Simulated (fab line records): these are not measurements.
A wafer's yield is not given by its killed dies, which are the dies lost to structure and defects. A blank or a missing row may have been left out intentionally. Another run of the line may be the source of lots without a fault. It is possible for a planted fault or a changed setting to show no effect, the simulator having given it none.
A lot that was struck, set against a sound lot ; flow nandHarc ; 27 out of 1159 route steps
Sound: these wafers, L392.2, L392.3, L392.4. Struck: wafer L385.4. The cause is named last.
Each step with rows lists, per side, the tool, then ch with its chambers, then its first start. Under that, the readings that differ: sound wafers ; struck wafers ; difference of the means ; sigmas: that difference in standard deviations of wafers without a fault.
alike: words and numbers the same on both sides, and readings whose means are apart by under 2 such deviations; not compared: readings that were withheld, readings missing a value for some wafer, numbers with overlapping values and no deviation given by the record, and bounds like >300 which may hide the same value.
The two part at a step that has a row with sigmas, a row that says differs or no value, or rows on one side only. When numbers do not overlap yet have no deviation, they are printed without sigmas and do not part them. A reading missing from all wafers of one side parts the sides only when that side holds two or more wafers.

NHARC_P_M0_DEGAS_28: time 60 s.
  sound: pvdSputter-02 at day 9 22:55; struck: pvdSputter-03 at day 8 07:41
  alike: heaterPowerW
NHARC_P_M0_PRE_CLEAN_29: time 30 s.
  sound on pvdSputter-02; struck on pvdSputter-03
  alike: heaterPowerW
then, 3 steps without rows for these wafers: NHARC_P_M0_PVD_20 (deposits TaN, target thk 5 nm, time 8.06 s); NHARC_P_M0_PVD_21 (deposits Cu, target thk 30 nm, time 20.49 s); NHARC_P_M0_ECD_22 (material Cu, target thk 400 nm).
NHARC_P_M0_ANNEAL_30: time 90 s.
  sound on rtpAnneal-02 ch 0, day 9 23:43; struck on rtpAnneal-01 ch 0, day 8 08:34
reading;sound;struck;difference;sigmas
wafer_temp_C_max;226.6 226.1 226.2;227.0;+0.7;+2
NHARC_P_M0_CMP_23: polishes, t overpolish 20 s, target thk 117.53 nm.
  sound on cmp-04 ch 0,1,2, day 10 00:02; struck on cmp-04 ch 2, day 8 08:45
  alike: motorCurrentA, timeToEndpointS
NHARC_P_M0_THK_MEAS_24: measures by xrf.
  sound: filmMetro-02 at day 10 00:19; struck: filmMetro-01 at day 8 09:04
  alike: thkNm
following that, these wafers have no rows for 1 step: NHARC_P_M0_SRD_25.
NHARC_P_M0_INSPECT_27:
  sound: defectInspect-01 at day 10 00:28; struck: defectInspect-01 at day 8 09:13
reading;sound;struck;difference;sigmas
rawDefectCount;263 201 181;563;+348;+3
then, 1 step without rows for these wafers: NHARC_P_M0_PRE_CLEAN_31 (time 12 s).
NHARC_P_M0_DEP_32: deposits SiCN, target thk 30 nm.
  sound on pecvd-03 ch 0,2, day 10 00:43; struck on pecvd-01 ch 0, day 8 09:35
reading;sound;struck;difference;sigmas
heaterPowerW (W);506 461 492;676;+190;+3
then, 10 steps without rows for these wafers: NHARC_P_M1_DEP_00 (deposits SiOC, target thk 182.5 nm); NHARC_P_M1_DEHYDRATE_01 (time 120 s); NHARC_P_M1_HMDS_02 (time 30 s); NHARC_P_M1_COAT_34 (time 65 s); NHARC_P_M1_COAT_03 (resist thk 90 nm); NHARC_P_M1_SOFTBAKE_04 (time 55 s); NHARC_P_M1_EBR_05; NHARC_P_M1_EXPOSE_06 (exposes mask P M1, target cd 130 nm); NHARC_P_M1_PEB_07 (peb time 65 s); NHARC_P_M1_DEVELOP_08 (develop time 35 s).
NHARC_P_M1_CD_MEAS_09 targets a cd of 130 nm.
  sound on cdSem-02 ch 0, day 10 02:02; struck on cdSem-02 ch 0, day 8 10:37
  alike: cdNm
NHARC_P_M1_OVL_MEAS_10: pitch 260 nm.
  sound: overlay-01 at day 10 02:07; struck: overlay-02 at day 8 10:42
  alike: overlayXNm, overlayYNm
NHARC_P_M1_INSPECT_11:
  sound: defectInspect-02 at day 10 02:10; struck: defectInspect-01 at day 8 10:54
reading;sound;struck;difference;sigmas
rawDefectCount;7 3 3;394;+390;+99 or more
  not compared: hold
NHARC_P_M1_DESCUM_14: chemistry O2, time 3 s.
  sound on rieDiel-07 ch 0,1,2, day 10 02:13; struck on rieDiel-07 ch 1, day 8 18:20
reading;sound;struck;difference;sigmas
hold;- - -;awaitDispo/7.3h/release;no value on the sound wafers;
throttleValvePct (%);11.302 11.321 11.318;11.295;-0.019;-2
  alike: drypumpMotorCurrentA, oesProductAu, rfVppV, showerheadPlenumPTorr
  not compared: rfHoursCounterH
-- the record jumps here: 14 days lie between the struck wafers' starts before and after (it left off in module P_M1 and takes up again in module END, whose first step shown is number 1159 of the route) --
NHARC_END_SORT_01:
  at this point the record logs the struck wafers (prober-01 ch 0, day 22 22:10) and has no rows for the sound ones

== WHERE THEY PART ==
At NHARC_P_M0_ANNEAL_30 first; at NHARC_END_SORT_01 last (within this record only).

WHY: whatever the simulator had introduced
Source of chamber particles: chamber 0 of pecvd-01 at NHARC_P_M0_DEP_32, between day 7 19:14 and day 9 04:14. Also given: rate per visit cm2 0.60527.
